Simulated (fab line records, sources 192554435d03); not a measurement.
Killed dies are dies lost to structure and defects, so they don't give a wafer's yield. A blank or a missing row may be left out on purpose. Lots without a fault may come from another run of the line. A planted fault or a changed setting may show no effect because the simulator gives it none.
A struck lot beside a sound one | flow n5_finfet | 15 steps out of a route of 1938
Sound: wafers L657.1, L657.2, L657.5. Struck: wafer L668.4. (L668.1, L668.6 of the same lot were not struck and are left out.) The cause comes at the end.
At each step with rows: each side's tool, then ch and its chambers, then its first start. Under that, the readings that differ: sound wafers | struck wafers | difference of the means | sigmas: that difference in standard deviations of wafers without a fault.
alike: readings whose means differ by less than 2 such deviations, and words and numbers that are the same on both sides. not compared: withheld readings, readings that some wafer has no value for, bounds like >300 that may hide the same value, and numbers for which the record gives no deviation and whose values overlap.
The two part at a step that has a row with sigmas, a row that says differs or no value, or rows on one side only. Numbers that don't overlap but have no deviation are shown without sigmas and don't part them. A reading that every wafer of one side lacks parts them only if that side has two wafers or more.

N5_BEOL_M0_TRENCH_ETCH_107: etches SiOC in C4F6/O2, target depth 32.8 nm, time 16.4 s.
  sound on rie_diel-06 ch 0,2,3, day 8 10:41; struck on rie_diel-05 ch 2, day 11 02:01
  alike: drypump_motor_current_A, oes_o_777_au, oes_product_au, rf_vpp_V, showerhead_plenum_p_Torr, throttle_valve_pct
  not compared: rf_hours_counter_h
N5_BEOL_M0_STRIP_142: strips in N2/H2, time 10 s.
  sound on rie_diel-06 ch 0,2,3, day 8 10:42; struck on rie_diel-05 ch 2, day 11 02:02
  alike: drypump_motor_current_A, oes_product_au, rf_vpp_V, showerhead_plenum_p_Torr, throttle_valve_pct
  not compared: rf_hours_counter_h
N5_BEOL_M0_OCD_MEAS_108:
  sound on ocd-02, day 8 10:47; struck on ocd-01, day 11 02:07
  alike: trench_depth_nm
then, 6 steps without rows for these wafers: N5_BEOL_M0_HM_STRIP_129 (strips TiN in peroxide tin strip, target depth 17 nm, time 108 s); N5_BEOL_M0_SRD_130 (time 30 s); N5_BEOL_M0_ETCH_109 (etches SiCN in CH3F/O2, target depth 8 nm, overetch 2.4 nm, time 27.4 s); N5_BEOL_M0_STRIP_139 (strips in post etch residue remover, time 60 s); N5_BEOL_M0_SRD_111 (time 30 s); N5_BEOL_M0_DEGAS_112 (time 60 s).
N5_BEOL_M0_PRE_CLEAN_113: time 30 s.
  sound on pvd_sputter-02, day 8 11:13; struck on pvd_sputter-02, day 11 03:06
  alike: heater_power_w
N5_BEOL_M0_ALD_136: deposits TaN, pulse time 2 s, purge time 3 s, co reactant purge time 2 s.
  sound on ald_metal-04 ch 1,3, day 8 11:20; struck on ald_metal-01 ch 1, day 11 03:11
  alike: heater_power_w
then, 1 step without rows for these wafers: N5_BEOL_M0_SURFACE_TREAT_137.
N5_BEOL_M0_CVD_115: deposits Co from CCTBA/H2, time 120 s.
  sound on cvd_co-02 ch 0,1,2, day 8 11:51; struck on cvd_co-02 ch 0, day 11 03:37
  reading          | sound             | struck | difference | sigmas
  run_length_s (s) | 143.0 143.9 143.2 | 99.0   | -44.4      | -72
N5_BEOL_M0_SPUTTER_116: material Cu, target thk 4 nm, time 7.37 s.
  sound on pvd_sputter-02, day 8 12:02; struck on pvd_sputter-01, day 11 04:35
  alike: chamber_pressure_pa, throttle_valve_pct
N5_BEOL_M4_RC_MEAS_101:
  sound on prober-01 ch 0, day 10 14:25; struck on prober-02 ch 0, day 13 00:50
  alike: DIBL_N, DIBL_P, IOFF_N, IOFF_P, ION_N, ION_P, SS_N, SS_P, VT_N, VT_P

WHERE THEY PART
Only at N5_BEOL_M0_CVD_115, within this record. Later steps at which nothing parts them and some readings are alike: N5_BEOL_M0_SPUTTER_116, N5_BEOL_M4_RC_MEAS_101.

WHY: what the simulator had put in
Process parameter drift: cvd_co-02, from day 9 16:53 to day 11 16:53, at N5_BEOL_M0_CVD_115. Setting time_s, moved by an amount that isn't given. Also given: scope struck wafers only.
